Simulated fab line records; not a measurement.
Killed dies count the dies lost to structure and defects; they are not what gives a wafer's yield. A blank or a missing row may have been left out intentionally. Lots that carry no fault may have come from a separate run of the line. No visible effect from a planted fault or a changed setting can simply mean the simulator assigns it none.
fab line records | flow n5Finfet
record lots=10 | wafers=30 | lastDay=16
route steps=1938 shown SPACER0@260 BEOL_M4@1096 PASSIVATION@1936
lots untouched by any fault: they come from a run of this same line in which no faults occurred
startH: the number of hours between the record's first day and the start of the first shown wafer of the lot | waitH: how many hours have passed since the lot's step before this one | " unchanged from the row above | L1.1+2: a row that stands for several wafers | - no value, or no start was given | * or withheld: withheld | < > ~ a bound
route shown NAME@n: NAME is a module with steps in the file, n the number in the route of the first one | usual: the fault-free wafers' mean and standard deviation | same: alike in all rows | chamber/n: place in a boat | sites: each site's reading | _std_site: how widely they spread, as a standard deviation | _edge_site: the outer-site mean with the inner-site mean subtracted | radiusMm: for every site, how far away it sits from the centre of the wafer | mask NAME#n: copy n | behind: the tool/chamber that last shaped the wafer | hold: reason for holding the lot/hours on hold/outcome of the hold | device: the transistor (n, p or np) that didn't switch | end of line: tests run on the same wafers once the route is complete | for a step that has no rows: nothing shown but its recipe | killed: at the first sort, the dies lost to defects and structure; wafer yield is something else | map: dies across one wafer; x = killed, . = not, _ = none there
set.NAME: the setting that was run; set.NAME@STEP: the one run at that earlier step | model.NAME: the simulator's own value behind a step, which no gauge read
one table for each step of the route and one row for each wafer, over a sample of lots
services: from which hour (startH, from the record's first day; less than 0 if before it) a tool's chamber was out of use, for how many hours, and why
## steps
# step N5_SPACER0_ALD_08
# recipe material=SiNx | targetThkA=20 | tempC=400 | aldPrecursorFamily=SiH2I2 | aldCoReactant=N2/H2-plasma | pressureTorr=2
# usual heaterPowerW=803/83
lot.wafer | tool      | chamber | startH | waitH | heaterPowerW
L933.3    | aldSin-01 | 0       | 59.97  | 0.1   | 753
L933.5    | "         | 0       | "      | "     | 757
L933.6    | "         | 1       | "      | "     | 875
L934.1    | aldSin-04 | 1       | 65.19  | 0.1   | 895
L934.3    | "         | 3       | "      | "     | 650
L934.6    | "         | 2       | "      | "     | 836
L935.1    | aldSin-04 | 2       | 72.18  | 0.1   | 827
L935.2    | "         | 1       | "      | "     | 885
L935.6    | "         | 2       | "      | "     | 814
L936.1    | aldSin-01 | 3       | 79.58  | 0.1   | 880
L936.4    | "         | 1       | "      | "     | 856
L936.5    | "         | 3       | "      | "     | 860
L938.1    | aldSin-03 | 1       | 90.15  | 0.1   | 883
L938.2    | "         | 0       | "      | "     | 763
L938.5    | "         | 1       | "      | "     | 868
L939.2    | aldSin-03 | 1       | 99.79  | 0.1   | 906
L939.5    | "         | 0       | "      | "     | 744
L939.6    | "         | 1       | "      | "     | 886
L943.3    | aldSin-01 | 0       | 121.34 | 0.1   | 734
L943.5    | "         | 1       | "      | "     | 837
L943.6    | "         | 0       | "      | "     | 731
L944.2    | aldSin-04 | 2       | 127.48 | 0.1   | 843
L944.4    | "         | 1       | "      | "     | 903
L944.5    | "         | 0       | "      | "     | 734
L945.2    | aldSin-01 | 1       | 132.77 | 0.1   | 820
L945.3    | "         | 0       | "      | "     | 720
L945.6    | "         | 2       | "      | "     | 796
L949.2    | aldSin-01 | 0       | 156.71 | 0.1   | 707
L949.4    | "         | 3       | "      | "     | 818
L949.5    | "         | 3       | "      | "     | 806
# step N5_BEOL_M4_SPUTTER_92
# recipe material=Cu | targetThkA=45 | tempC=-20 | chamberPressurePa=0.07 | powerW=withheld | timeS=8.29
# usual throttleValvePct=30.0/0.81
lot.wafer | tool          | chamber | startH | waitH | throttleValvePct
L933.3    | pvdSputter-03 | -       | 184.69 | 0.1   | 30.0
L933.5    | "             | -       | "      | "     | 30.6
L933.6    | "             | -       | "      | "     | 30.8
L934.1    | pvdSputter-01 | -       | 188.01 | 0.1   | 29.4
L934.3    | "             | -       | "      | "     | 30.3
L934.6    | "             | -       | "      | "     | 30.5
L936.1    | pvdSputter-03 | -       | 193.33 | 0.1   | 30.2
L936.4    | "             | -       | "      | "     | 31.1
L936.5    | "             | -       | "      | "     | 31.0
L935.1    | pvdSputter-02 | -       | 197.63 | 0.1   | 29.1
L935.2    | "             | -       | "      | "     | 29.5
L935.6    | "             | -       | "      | "     | 28.7
L938.1    | pvdSputter-01 | -       | 221.54 | 0.1   | 29.4
L938.2    | "             | -       | "      | "     | 27.9
L938.5    | "             | -       | "      | "     | 30.5
L939.2    | pvdSputter-02 | -       | 225.09 | 0.1   | 28.7
L939.5    | "             | -       | "      | "     | 29.6
L939.6    | "             | -       | "      | "     | 30.8
L943.3    | pvdSputter-02 | -       | 255.45 | 0.1   | 29.7
L943.5    | "             | -       | "      | "     | 29.0
L943.6    | "             | -       | "      | "     | 29.6
L945.2    | pvdSputter-03 | -       | 255.45 | 0.1   | 31.1
L945.3    | "             | -       | "      | "     | 30.9
L945.6    | "             | -       | "      | "     | 30.0
L944.2    | pvdSputter-01 | -       | 257.67 | 0.1   | 28.3
L944.4    | "             | -       | "      | "     | 29.4
L944.5    | "             | -       | "      | "     | 29.3
L949.2    | pvdSputter-03 | -       | 272.59 | 0.1   | 31.0
L949.4    | "             | -       | "      | "     | 30.8
L949.5    | "             | -       | "      | "     | 30.6
# step N5_BEOL_M4_ANNEAL_95
# recipe tempC=400 | timeS=240 | ambient=vacuum
# usual heaterPowerW=829/60
lot.wafer | tool          | chamber | startH | waitH | heaterPowerW
L933.3    | pvdSputter-03 | -       | 184.99 | 0.0   | 783
L933.5    | "             | -       | "      | "     | 776
L933.6    | "             | -       | "      | "     | 738
L934.1    | pvdSputter-01 | -       | 188.31 | 0.0   | 811
L934.3    | "             | -       | "      | "     | 781
L934.6    | "             | -       | "      | "     | 811
L936.1    | pvdSputter-03 | -       | 193.63 | 0.0   | 800
L936.4    | "             | -       | "      | "     | 753
L936.5    | "             | -       | "      | "     | 939
L935.1    | pvdSputter-02 | -       | 197.93 | 0.0   | 829
L935.2    | "             | -       | "      | "     | 817
L935.6    | "             | -       | "      | "     | 851
L938.1    | pvdSputter-01 | -       | 221.84 | 0.0   | 784
L938.2    | "             | -       | "      | "     | 861
L938.5    | "             | -       | "      | "     | 786
L939.2    | pvdSputter-02 | -       | 225.39 | 0.0   | 835
L939.5    | "             | -       | "      | "     | 830
L939.6    | "             | -       | "      | "     | 930
L943.3    | pvdSputter-02 | -       | 255.75 | 0.0   | 825
L943.5    | "             | -       | "      | "     | 870
L943.6    | "             | -       | "      | "     | 836
L945.2    | pvdSputter-03 | -       | 255.75 | 0.0   | 771
L945.3    | "             | -       | "      | "     | 959
L945.6    | "             | -       | "      | "     | 807
L944.2    | pvdSputter-01 | -       | 257.97 | 0.0   | 869
L944.4    | "             | -       | "      | "     | 784
L944.5    | "             | -       | "      | "     | 812
L949.2    | pvdSputter-03 | -       | 272.89 | 0.0   | 956
L949.4    | "             | -       | "      | "     | 738
L949.5    | "             | -       | "      | "     | 774
# step N5_BEOL_M4_THK_MEAS_53
# recipe thkMeasGauge=xrf | reads=Cu_of_BEOL_M4_ECD_50
# usual M4_THK=40.2/1.7
lot.wafer | tool         | chamber | startH | waitH | M4_THK[nm]
L933.3    | filmMetro-01 | -       | 185.92 | -     | 38.5
L933.5    | "            | -       | "      | "     | 41.6
L933.6    | "            | -       | "      | "     | 40.7
L934.1    | filmMetro-01 | -       | 189.24 | -     | 38.9
L934.3    | "            | -       | "      | "     | 40.3
L934.6    | "            | -       | "      | "     | 37.7
L936.1    | filmMetro-02 | -       | 194.56 | -     | 38.3
L936.4    | "            | -       | "      | "     | 38.3
L936.5    | "            | -       | "      | "     | 38.9
L935.1    | filmMetro-01 | -       | 199.06 | -     | 39.4
L935.2    | "            | -       | "      | "     | 40.7
L935.6    | "            | -       | "      | "     | 40.9
L938.1    | filmMetro-01 | -       | 223.00 | -     | 37.4
L938.2    | "            | -       | "      | "     | 39.6
L938.5    | "            | -       | "      | "     | 40.0
L939.2    | filmMetro-02 | -       | 226.48 | -     | 43.0
L939.5    | "            | -       | "      | "     | 40.3
L939.6    | "            | -       | "      | "     | 43.2
L943.3    | filmMetro-02 | -       | 256.84 | -     | 37.2
L943.5    | "            | -       | "      | "     | 39.2
L943.6    | "            | -       | "      | "     | 37.8
L945.2    | filmMetro-02 | -       | 257.29 | -     | 41.5
L945.3    | "            | -       | "      | "     | 39.9
L945.6    | "            | -       | "      | "     | 43.0
L944.2    | filmMetro-01 | -       | 258.90 | -     | 39.5
L944.4    | "            | -       | "      | "     | 36.6
L944.5    | "            | -       | "      | "     | 38.6
L949.2    | filmMetro-02 | -       | 273.82 | -     | 42.8
L949.4    | "            | -       | "      | "     | 43.3
L949.5    | "            | -       | "      | "     | 41.3
# step N5_BEOL_M4_RC_MEAS_101
# usual DIBL_N=36.5/2 | DIBL_P=36.5/2.3 | IOFF_N=0.16/0.036 | IOFF_P=0.21/0.037 | IOFF_P_85C=3.7/0.54 | IOFF_P_LIN=0.099/0.013 | ION_N=672/12 | ION_P=459/7.1 | REXT_N=75.8/1.5 | REXT_P=100.6/1.8 | SS_N=71.6/0.73 | SS_P=73.4/0.76 | VT_N=250/3.3 | VT_N_LVT=98/3.5 | VT_P=-250.5/2.9 | VT_P_LVT=-99.0/2.9
lot.wafer | tool      | chamber | startH | waitH | DIBL_N[mV/V] | DIBL_P[mV/V] | IOFF_N[nA/um] | IOFF_P[nA/um] | IOFF_P_85C[nA/um] | IOFF_P_LIN[nA/um] | ION_N[uA/um] | ION_P[uA/um] | REXT_N[ohm.um] | REXT_P[ohm.um] | SS_N[mV/dec] | SS_P[mV/dec] | VT_N[mV] | VT_N_LVT[mV] | VT_P[mV] | VT_P_LVT[mV]
L933.3    | prober-01 | 0       | 186.54 | 0.3   | 36.6         | 33.7         | 0.13          | 0.17          | 3.1               | 0.088             | 661          | 458          | 75.3           | 99.3           | 71.9         | 72.1         | 251      | 100          | -253.6   | -100.3
L933.5    | "         | 0       | "      | "     | 36.1         | 33.6         | 0.13          | 0.18          | 3.1               | 0.088             | 668          | 455          | 75.6           | 98.4           | 70.7         | 72.0         | 251      | 100          | -250.0   | -100.6
L933.6    | "         | 0       | "      | "     | 38.4         | 36.9         | 0.17          | 0.22          | 3.8               | 0.103             | 687          | 471          | 75.5           | 99.0           | 72.0         | 73.1         | 245      | 96           | -247.1   | -97.6
L934.1    | prober-02 | 0       | 189.55 | 0.0   | 36.7         | 36.7         | 0.18          | 0.21          | 3.7               | 0.098             | 680          | 458          | 75.4           | 101.1          | 71.9         | 73.9         | 246      | 94           | -251.4   | -98.3
L934.3    | "         | 0       | "      | "     | 34.8         | 35.0         | 0.14          | 0.19          | 3.4               | 0.091             | 679          | 463          | 76.1           | 101.0          | 71.4         | 73.4         | 251      | 99           | -252.9   | -99.7
L934.6    | "         | 0       | "      | "     | 35.7         | 36.1         | 0.16          | 0.20          | 3.6               | 0.097             | 670          | 464          | 76.6           | 102.3          | 71.3         | 73.5         | 249      | 95           | -251.7   | -99.0
L936.1    | prober-01 | 0       | 194.93 | 0.0   | 32.9         | 33.3         | 0.11          | 0.17          | 3.0               | 0.086             | 671          | 465          | 76.0           | 100.9          | 70.6         | 72.2         | 253      | 101          | -255.8   | -100.3
L936.4    | "         | 0       | "      | "     | 36.0         | 36.4         | 0.15          | 0.21          | 3.7               | 0.099             | 682          | 468          | 76.8           | 101.1          | 70.7         | 73.5         | 249      | 97           | -247.8   | -97.5
L936.5    | "         | 0       | "      | "     | 31.2         | 31.0         | 0.10          | 0.14          | 2.6               | 0.076             | 672          | 465          | 75.4           | 101.2          | 69.7         | 72.0         | 257      | 103          | -254.7   | -102.6
L935.1    | prober-01 | 0       | 199.42 | 0.0   | 40.0         | 39.5         | 0.23          | 0.28          | 4.6               | 0.120             | 695          | 472          | 76.0           | 100.3          | 72.2         | 74.4         | 246      | 92           | -246.4   | -96.0
L935.2    | "         | 0       | "      | "     | 40.9         | 41.1         | 0.25          | 0.32          | 5.1               | 0.130             | 679          | 457          | 76.6           | 100.4          | 72.4         | 74.7         | 245      | 92           | -248.5   | -95.1
L935.6    | "         | 0       | "      | "     | 35.9         | 34.9         | 0.14          | 0.19          | 3.3               | 0.090             | 657          | 451          | 77.9           | 102.5          | 71.0         | 73.1         | 251      | 100          | -251.8   | -102.4
L938.1    | prober-01 | 0       | 223.32 | 0.0   | 36.5         | 35.9         | 0.14          | 0.19          | 3.4               | 0.093             | 661          | 453          | 74.1           | 98.9           | 72.5         | 72.6         | 251      | 100          | -252.4   | -100.1
L938.2    | "         | 0       | "      | "     | 38.1         | 39.1         | 0.18          | 0.24          | 4.0               | 0.109             | 683          | 469          | 74.9           | 99.4           | 72.6         | 73.7         | 249      | 96           | -247.1   | -97.2
L938.5    | "         | 0       | "      | "     | 37.2         | 37.3         | 0.16          | 0.21          | 3.7               | 0.100             | 671          | 459          | 75.2           | 100.4          | 72.4         | 73.2         | 249      | 98           | -249.2   | -97.9
L939.2    | prober-01 | 0       | 227.04 | 0.2   | 36.7         | 35.7         | 0.15          | 0.18          | 3.2               | 0.086             | 670          | 459          | 75.9           | 100.4          | 70.9         | 73.6         | 249      | 98           | -253.0   | -101.4
L939.5    | "         | 0       | "      | "     | 34.2         | 33.3         | 0.12          | 0.16          | 2.9               | 0.078             | 660          | 451          | 75.4           | 98.5           | 70.6         | 72.8         | 252      | 98           | -255.4   | -103.2
L939.6    | "         | 0       | "      | "     | 36.2         | 34.4         | 0.14          | 0.17          | 3.0               | 0.080             | 665          | 450          | 75.6           | 101.0          | 70.7         | 73.2         | 250      | 99           | -252.7   | -102.2
L943.3    | prober-01 | 0       | 257.46 | 0.3   | 38.3         | 36.8         | 0.19          | 0.25          | 4.3               | 0.114             | 684          | 464          | 75.2           | 102.1          | 71.7         | 74.4         | 245      | 96           | -248.6   | -97.0
L943.5    | "         | 0       | "      | "     | 39.4         | 37.8         | 0.24          | 0.27          | 4.5               | 0.119             | 693          | 465          | 73.6           | 102.6          | 72.8         | 74.5         | 243      | 94           | -247.5   | -96.2
L943.6    | "         | 0       | "      | "     | 38.6         | 37.5         | 0.21          | 0.27          | 4.4               | 0.119             | 680          | 462          | 75.6           | 101.7          | 72.3         | 74.3         | 247      | 95           | -247.8   | -94.8
L945.2    | prober-02 | 0       | 257.76 | 0.2   | 38.6         | 38.0         | 0.19          | 0.24          | 3.9               | 0.108             | 666          | 449          | 76.3           | 100.0          | 72.4         | 73.0         | 248      | 99           | -249.1   | -99.4
L945.3    | "         | 0       | "      | "     | 36.4         | 35.2         | 0.14          | 0.18          | 3.1               | 0.090             | 649          | 452          | 76.1           | 100.5          | 72.4         | 72.6         | 254      | 103          | -252.1   | -103.3
L945.6    | "         | 0       | "      | "     | 38.8         | 38.0         | 0.18          | 0.23          | 3.8               | 0.105             | 664          | 457          | 75.4           | 98.9           | 72.6         | 73.2         | 253      | 100          | -249.6   | -100.8
L944.2    | prober-01 | 0       | 259.40 | 0.2   | 36.3         | 36.2         | 0.16          | 0.20          | 3.6               | 0.093             | 663          | 448          | 74.6           | 99.0           | 71.8         | 73.1         | 250      | 102          | -252.3   | -102.0
L944.4    | "         | 0       | "      | "     | 37.4         | 36.3         | 0.19          | 0.21          | 3.7               | 0.096             | 652          | 446          | 74.8           | 98.8           | 73.3         | 73.4         | 250      | 102          | -249.7   | -101.7
L944.5    | "         | 0       | "      | "     | 37.3         | 38.8         | 0.20          | 0.25          | 4.3               | 0.109             | 669          | 463          | 74.9           | 97.8           | 72.6         | 73.4         | 247      | 99           | -246.2   | -98.5
L949.2    | prober-02 | 0       | 274.28 | 0.2   | 29.3         | 28.8         | 0.07          | 0.10          | 2.0               | 0.058             | 612          | 423          | 93.9           | 126.0          | 69.5         | 71.7         | 264      | 109          | -260.3   | -109.6
L949.4    | "         | 0       | "      | "     | 35.1         | 33.6         | 0.13          | 0.19          | 3.4               | 0.097             | 671          | 464          | 74.7           | 101.1          | 70.4         | 72.4         | 252      | 99           | -250.6   | -98.2
L949.5    | "         | 0       | "      | "     | 36.7         | 35.6         | 0.15          | 0.23          | 3.9               | 0.107             | 679          | 470          | 75.0           | 102.7          | 71.5         | 73.3         | 249      | 98           | -247.3   | -96.2
# step N5_PASSIVATION_PROBE_49
# usual defectLimitedYield=91.4/1.4 | killed_at_M0_to_M3=33/11 | killed_at_M4_up=13/5.3 | killedAtContacts=13/6.1 | killedAtFrontEnd=40/11 | killedAtOther=2.9/2.7 | killedDies=102/17 | killedOpen=68/13 | killedShort=32/7.5 | sort_bin_5_function=5.1/0.98 | sort_bin_6_memory=3.2/0.69 | sort_bin_8_speed=0.1/1.1 | sortNPass=1077/21 | sortYieldPct=91.3/1.7
# same grossDies=1180 | killedAtBackSide=0 | sort_bin_4_leakage[%]=0
lot.wafer | tool      | chamber | startH | waitH | defectLimitedYield[%] | killed_at_M0_to_M3 | killed_at_M4_up | killedAtContacts | killedAtFrontEnd | killedAtOther | killedDies | killedOpen | killedShort | sort_bin_5_function[%] | sort_bin_6_memory[%] | sort_bin_8_speed[%] | sortNPass | sortYieldPct[%]
L944.2    | prober-01 | -       | 373.97 | 0.1   | 91.7                  | 24                 | 11              | 9                | 53               | 1             | 98         | 62         | 35          | 4.7                    | 3.1                  | 0                   | 1082      | 91.7
L944.4    | prober-01 | -       | 374.07 | 0.2   | 91.2                  | 29                 | 13              | 9                | 51               | 2             | 104        | 66         | 38          | 4.7                    | 3.9                  | 0.2                 | 1074      | 91.0
L945.2    | prober-01 | -       | 378.43 | 0.1   | 93.6                  | 30                 | 7               | 7                | 30               | 1             | 75         | 56         | 19          | 3.5                    | 2.7                  | 0                   | 1105      | 93.6
L945.3    | prober-01 | -       | 378.48 | 0.1   | 90.9                  | 54                 | 4               | 6                | 42               | 1             | 107        | 67         | 38          | 5.6                    | 2.7                  | 0                   | 1073      | 90.9
L945.6    | prober-01 | -       | 378.63 | 0.3   | 92.8                  | 27                 | 4               | 15               | 39               | 0             | 85         | 58         | 21          | 3.6                    | 3.0                  | 0                   | 1095      | 92.8
L949.2    | prober-02 | -       | 395.53 | 0.1   | 90.7                  | 21                 | 16              | 8                | 60               | 5             | 110        | 68         | 42          | 4.8                    | 4.2                  | 86.0                | 55        | 4.7
L949.4    | prober-02 | -       | 395.63 | 0.2   | 90.3                  | 22                 | 11              | 23               | 58               | 1             | 115        | 70         | 42          | 5.8                    | 3.4                  | 0                   | 1065      | 90.3
L949.5    | prober-02 | -       | 395.68 | 0.2   | 91.3                  | 20                 | 13              | 11               | 56               | 3             | 103        | 66         | 37          | 5.5                    | 3.0                  | 0                   | 1077      | 91.3
# killed by level:class
L944.2 FIN_SAQP:geometricParticle:short=23 FIN_SAQP:geometricParticle:open=16 BEOL_M3:geometricParticle:open=9 STI_FIN_REVEAL:geometricParticle:open=6 MOL_CONTACT_COAG:geometricParticle:open=6 BEOL_M1:geometricParticle:open=4 BEOL_M4:geometricParticle:open=4 MOL_CONTACT_COAG:geometricParticle:short=3
L944.4 BEOL_M3:geometricParticle:open=10 FIN_SAQP:geometricParticle:short=9 FIN_SAQP:geometricParticle:open=8 MOL_CONTACT_COAG:geometricParticle:open=8 STI_FIN_REVEAL:geometricParticle:open=6 STARTING-WAFER:geometricParticle:open=6 STARTING-WAFER:geometricParticle:short=4 GATE_CUT:geometricParticle:short=4
L945.2 FIN_SAQP:geometricParticle:open=12 BEOL_M0_SAQP:geometricParticle:open=7 MOL_CONTACT_COAG:geometricParticle:open=6 BEOL_M0_SAQP:geometricParticle:short=6 FIN_SAQP:geometricParticle:short=5 BEOL_M2:geometricParticle:open=5 BEOL_M4:geometricParticle:open=5 STI_FIN_REVEAL:geometricParticle:open=4
L945.3 BEOL_M0_SAQP:geometricParticle:open=15 BEOL_M0_SAQP:geometricParticle:short=14 FIN_SAQP:geometricParticle:open=13 BEOL_M2:geometricParticle:open=10 FIN_SAQP:geometricParticle:short=6 MOL_CONTACT_COAG:geometricParticle:open=6 BEOL_M2:geometricParticle:short=6 GATE_CUT:geometricParticle:short=5
L945.6 MOL_CONTACT_COAG:geometricParticle:open=11 FIN_SAQP:geometricParticle:open=10 BEOL_M3:geometricParticle:open=10 DUMMY_GATE:geometricParticle:open=6 HKMG_FIN:areaEtch=6 BEOL_M0_SAQP:geometricParticle:short=5 BEOL_M0_SAQP:geometricParticle:open=5 MOL_CONTACT_COAG:geometricParticle:short=4
L949.2 FIN_SAQP:geometricParticle:open=14 FIN_SAQP:geometricParticle:short=11 STI_FIN_REVEAL:geometricParticle:open=11 GATE_CUT:geometricParticle:short=9 BEOL_M4:geometricParticle:open=7 MOL_CONTACT_COAG:geometricParticle:open=5 BEOL_M0_SAQP:geometricParticle:open=5 BEOL_M0_SAQP:geometricParticle:short=4
L949.4 FIN_SAQP:geometricParticle:open=23 MOL_CONTACT_COAG:geometricParticle:open=17 FIN_SAQP:geometricParticle:short=12 BEOL_M0_SAQP:geometricParticle:short=7 STI_FIN_REVEAL:geometricParticle:open=5 BEOL_M0_SAQP:geometricParticle:open=5 MOL_CONTACT_COAG:geometricParticle:short=4 ILD0:geometricParticle:short=4
L949.5 STI_FIN_REVEAL:geometricParticle:open=14 FIN_SAQP:geometricParticle:short=14 FIN_SAQP:geometricParticle:open=10 MOL_CONTACT_COAG:geometricParticle:open=9 BEOL_M4:geometricParticle:open=9 GATE_CUT:geometricParticle:short=7 BEOL_M1:geometricParticle:open=6 BEOL_M0_SAQP:geometricParticle:short=5
## services
tool          | chamber | startH | hours | kind
pvdSputter-02 | -       | 36.01  | 2.9   | repair
pvdSputter-02 | -       | 39.08  | 0.5   | repair
aldSin-01     | 3       | 49.59  | 6.7   | repair
aldSin-01     | 2       | 68.45  | 16.5  | repair
aldSin-01     | -       | 85.25  | 14.0  | pm
aldSin-01     | 0       | 85.25  | 14.0  | ventCycle
aldSin-01     | 1       | 85.25  | 14.0  | ventCycle
aldSin-01     | 2       | 85.25  | 14.0  | ventCycle
aldSin-01     | 3       | 85.25  | 14.0  | ventCycle
aldSin-01     | 0       | 99.25  | -     | clean
aldSin-01     | 1       | 99.25  | -     | clean
aldSin-01     | 2       | 99.25  | -     | clean
aldSin-01     | 3       | 99.25  | -     | clean
aldSin-01     | 2       | 109.21 | 3.2   | repair
pvdSputter-02 | -       | 110.45 | 4.0   | repair
aldSin-04     | -       | 112.72 | 2.8   | pm
pvdSputter-02 | -       | 115.23 | 1.6   | repair
aldSin-04     | 3       | 132.14 | 3.9   | repair
pvdSputter-01 | -       | 156.15 | 13.6  | repair
aldSin-03     | -       | 177.13 | 14.0  | pm
aldSin-04     | 2       | 177.27 | 15.7  | repair
aldSin-04     | -       | 229.30 | 6.1   | pm
aldSin-03     | 1       | 238.18 | 10.3  | repair
aldSin-01     | 1       | 264.12 | 15.4  | repair
## key
firstSign step=N5_BEOL_M4_RC_MEAS_101 | reading=REXT_P | direction=up | sigmas=14 | usual=100.6 | struck=126.0
effect step=N5_BEOL_M4_RC_MEAS_101 | reading=REXT_N | direction=up | sigmas=12 | usual=75.8 | struck=93.9
effect step=N5_BEOL_M4_RC_MEAS_101 | reading=ION_P | direction=down | sigmas=5.2 | usual=459 | struck=423
effect step=N5_BEOL_M4_RC_MEAS_101 | reading=ION_N | direction=down | sigmas=5 | usual=672 | struck=612
effect step=N5_BEOL_M4_RC_MEAS_101 | reading=VT_N | direction=up | sigmas=4.4 | usual=250 | struck=264
effect step=N5_BEOL_M4_RC_MEAS_101 | reading=VT_P_LVT | direction=down | sigmas=3.7 | usual=-99.0 | struck=-109.6
effect step=N5_BEOL_M4_RC_MEAS_101 | reading=DIBL_N | direction=down | sigmas=3.7 | usual=36.5 | struck=29.3
effect step=N5_BEOL_M4_RC_MEAS_101 | reading=VT_P | direction=down | sigmas=3.4 | usual=-250.5 | struck=-260.3
effect step=N5_BEOL_M4_RC_MEAS_101 | reading=DIBL_P | direction=down | sigmas=3.4 | usual=36.5 | struck=28.8
effect step=N5_BEOL_M4_RC_MEAS_101 | reading=IOFF_P_LIN | direction=down | sigmas=3.2 | usual=0.099 | struck=0.058
effect step=N5_BEOL_M4_RC_MEAS_101 | reading=VT_N_LVT | direction=up | sigmas=3.1 | usual=98 | struck=109
effect step=N5_BEOL_M4_RC_MEAS_101 | reading=IOFF_P_85C | direction=down | sigmas=3 | usual=3.7 | struck=2.0
effect step=N5_PASSIVATION_PROBE_49 | reading=sort_bin_8_speed | direction=up | sigmas=81 | usual=0.1 | struck=86.0
metAt N5_SPACER0_ALD_08
struckLots L949
struckWafers L949.2
notActingAt N5_BEOL_M4_SPUTTER_92,N5_BEOL_M4_ANNEAL_95,N5_BEOL_M4_THK_MEAS_53
onsetBetween 132.77 156.71
fault kind=processParameterDrift | tool=aldSin-01 | chamber=0 | onsetH=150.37 | steps=N5_SPACER0_ALD_08 | channel=targetThkA | offset=* | shape=step | endH=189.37 | actsIn=* | stated=*
